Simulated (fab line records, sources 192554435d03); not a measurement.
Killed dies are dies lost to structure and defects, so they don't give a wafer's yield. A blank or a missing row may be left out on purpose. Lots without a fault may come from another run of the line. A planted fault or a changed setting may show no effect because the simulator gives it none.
Split-lot experiment | flow n5_finfet | 7 lots, 21 wafers read, on a route of 1938 steps

THE SPLIT
At N5_BEOL_M2_VIA_ETCH_34 (etches the open film in C4F6/O2, target depth 69.4 nm, time 65.9 s), the setting source_w was moved away from the recipe's 350 W on 2 of the 21 wafers read, by -14.9% to -10.7%. The other wafers ran this setting at the recipe's value.

The reading is taken at the split's own step.

THE READING
rf_vpp_V, in V, at N5_BEOL_M2_VIA_ETCH_34 (etches the open film in C4F6/O2, target depth 69.4 nm, time 65.9 s). Fault-free wafers of this fab line usually give 668 V, standard deviation 8.2 V.

wafer  | tool, chamber at the split | source_w as run, W | against the recipe | rf_vpp_V, V | against lot-mates on the recipe
L076.2 | rie_diel-04, 3             | 350                | recipe             | 656         | -
L076.4 | rie_diel-04, 3             | 350                | recipe             | 656         | -
L076.6 | rie_diel-04, 1             | 350                | recipe             | 663         | -
L081.2 | rie_diel-05, 3             | 350                | recipe             | 677         | -
L081.3 | rie_diel-05, 0             | 350                | recipe             | 670         | -
L081.5 | rie_diel-05, 3             | 312.7              | -10.7%             | 715         | +42
L083.2 | rie_diel-05, 2             | 350                | recipe             | 654         | -
L083.5 | rie_diel-05, 3             | 350                | recipe             | 679         | -
L083.6 | rie_diel-05, 2             | 350                | recipe             | 655         | -
L084.1 | rie_diel-05, 2             | 350                | recipe             | 655         | -
L084.2 | rie_diel-05, 1             | 350                | recipe             | 671         | -
L084.5 | rie_diel-05, 2             | 350                | recipe             | 655         | -
L087.1 | rie_diel-05, 1             | 350                | recipe             | 672         | -
L087.4 | rie_diel-05, 1             | 297.9              | -14.9%             | 729         | +66
L087.6 | rie_diel-05, 2             | 350                | recipe             | 653         | -
L097.2 | rie_diel-03, 3             | 350                | recipe             | 672         | -
L097.4 | rie_diel-03, 2             | 350                | recipe             | 679         | -
L097.6 | rie_diel-03, 0             | 350                | recipe             | 659         | -
L096.1 | rie_diel-05, 3             | 350                | recipe             | 677         | -
L096.5 | rie_diel-05, 0             | 350                | recipe             | 671         | -
L096.6 | rie_diel-05, 1             | 350                | recipe             | 674         | -

THE FIT
A straight line over all 21 wafers: rf_vpp_V changes by -4.38 V for each +1% of source_w; r = -0.88; the points scatter about the line by 9.5 V.
The same after taking each lot's own level away (the mean of its wafers on the recipe; 21 wafers): -4.28 V for each +1%; r = -0.92; scatter 7.5 V.
On that fit, the largest move of source_w shifts the reading by 64 V.
The lots' own levels span 658.3 to 674.0 V, that is 1.9 times the standard deviation above.
So the lot-to-lot level changes the slope little: the two slopes agree.
Check: with one of the wafers moved furthest among these (-14.9%) left out of the fit, the line predicts +58 V for it against its lot-mates. It came out at +66.5 V against them.
Tool readings at the split's step, against how far the setting was moved: rf_vpp_V r = -0.88.

OTHER SPLITS ON THESE WAFERS
These wafers also went through other splits before the reading. Each is held against what the fit with the lots' levels taken away leaves over:
other split on the same wafers | wafers away from the commonest value | r with rf_vpp_V (lot level and that fit taken away)
N5_BEOL_M2_ILD_DEP_00 time_s   | 6                                    | -0.09
N5_BEOL_M2_EXPOSE_08 dose_mj   | 5                                    | -0.17

THE FILE'S OWN FIT
rf_vpp_V changes by -4.28 V for each +1% of source_w, r = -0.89.
